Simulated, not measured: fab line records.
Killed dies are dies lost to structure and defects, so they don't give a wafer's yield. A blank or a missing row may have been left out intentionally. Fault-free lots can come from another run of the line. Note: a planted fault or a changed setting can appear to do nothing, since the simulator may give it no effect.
A lot that was struck, set against a sound lot / flow n5 finfet / 15 out of 1938 route steps
Sound: wafers L552.3, L552.4, L552.5. Struck: wafer L558.1. (L558.5 of the same lot was not struck and is left out.) The cause comes at the end.
Order at every step that has rows: each side's tool, ch and its chambers, its first start. Under that, the readings that differ: sound wafers / struck wafers / difference of the means / sigmas: that difference in standard deviations of wafers without a fault.
alike: a reading whose means differ by less than 2 such deviations, as well as words and numbers matching on both sides. not compared: withheld readings; readings where some wafer has no value; bounds like >300 that might hide an equal value; numbers whose values overlap and for which the record gives no deviation.
A row with sigmas, a row that says differs or no value, or rows on one side alone: a step with any of these is where the two part. When numbers do not overlap yet have no deviation, they are printed without sigmas and do not part them. A reading missing from all wafers of one side parts the sides only when that side holds two or more wafers.

N5_BEOL_M1_STRIP_36: strips in N2/H2.
  sound on rie diel-05 ch 0,2,3, day 7 00:14; struck on rie diel-06 ch 3, day 8 10:24
reading=drypump motor current A (A); sound=5.3 6.0 5.4; struck=6.8; difference=+1.2; sigmas=+3
  alike: oes product au, power w, rf vpp V, showerhead plenum p Torr, throttle valve pct
  not compared: rf hours counter h
N5_BEOL_M1_TRENCH_ETCH_37: etches SiOC in C4F6/O2, target depth 55.207 nm, time 29 s.
  sound: rie diel-05 ch 0,2,3; struck: rie diel-06 ch 3
reading=drypump motor current A (A); sound=5.3 6.0 5.4; struck=6.8; difference=+1.2; sigmas=+3
  alike: oes_f_703_au, oes product au, rf vpp V, showerhead plenum p Torr, throttle valve pct
  not compared: rf hours counter h
N5_BEOL_M1_ETCH_41: etches SiCN in CH3F/O2, target depth 31.9 nm, time 57.8 s.
  sound: rie diel-05 ch 0,2,3; struck: rie diel-06 ch 3
reading=drypump motor current A (A); sound=5.3 6.0 5.4; struck=6.8; difference=+1.2; sigmas=+3
  alike: oes product au, rf vpp V, showerhead plenum p Torr, throttle valve pct
  not compared: rf hours counter h
N5_BEOL_M1_STRIP_97: strips in N2/H2, time 10 s.
  sound: rie diel-05 ch 0,2,3; struck: rie diel-06 ch 3
reading=drypump motor current A (A); sound=5.3 6.0 5.4; struck=6.7; difference=+1.1; sigmas=+2
  alike: oes product au, rf vpp V, showerhead plenum p Torr, throttle valve pct
  not compared: rf hours counter h
N5_BEOL_M1_OCD_MEAS_38:
  struck on ocd-01, day 8 10:35; sound on ocd-02, day 7 00:26
  alike: trench depth nm
then, 4 steps without rows for these wafers: N5_BEOL_M1_HM_STRIP_39 (strips TiN in peroxide tin strip, target depth 25 nm, time 158 s); N5_BEOL_M1_SRD_40 (time 30 s); N5_BEOL_M1_PRECLEAN_42 (cleans in residue remover, time 60 s); N5_BEOL_M1_SRD_43 (time 30 s).
N5_BEOL_M1_CD_MEAS_35: target cd 18 nm, target cd y 21 nm.
  struck on cd sem-02, day 8 10:45; sound on cd sem-03, day 7 00:35
  alike: cd nm
then, 1 step without rows for these wafers: N5_BEOL_M1_DEGAS_44 (time 60 s).
N5_BEOL_M1_PRE_CLEAN_45: time 30 s.
  struck on pvd sputter-01, day 8 11:08; sound on pvd sputter-02, day 7 00:53
  alike: heater power w
N5_BEOL_M1_ALD_84: deposits TaN, pulse time 2 s, purge time 3 s, co reactant purge time 2 s.
  sound on ald metal-03 ch 0,2, day 7 00:57; struck on ald metal-01 ch 3, day 8 11:12
reading=ald cycles; sound=30 30 30; struck=32; difference=+2; sigmas=
reading=heater power outer w (W); sound=230 252 245; struck=178; difference=-64; sigmas=-3
reading=heater power w (W); sound=402 431 433; struck=332; difference=-90; sigmas=-2
  alike: mfc carrier sccm, precursor vessel temp c
following that, these wafers have no rows for 1 step: N5_BEOL_M1_SURFACE_TREAT_85.
N5_BEOL_M4_RC_MEAS_101:
  sound on prober-01 ch 0, day 8 15:26; struck on prober-01 ch 0, day 10 00:44
reading=VT_P (mV); sound=-254.6 -256.3 -257.6; struck=-249.3; difference=+6.9; sigmas=+2
  alike: DIBL_N, DIBL_P, IOFF_N, IOFF_P, ION_N, ION_P, SS_N, SS_P, VT_N

== WHERE THEY PART ==
At N5_BEOL_M1_STRIP_36 first; at N5_BEOL_M4_RC_MEAS_101 last (within this record only).

WHY: whatever the simulator had introduced
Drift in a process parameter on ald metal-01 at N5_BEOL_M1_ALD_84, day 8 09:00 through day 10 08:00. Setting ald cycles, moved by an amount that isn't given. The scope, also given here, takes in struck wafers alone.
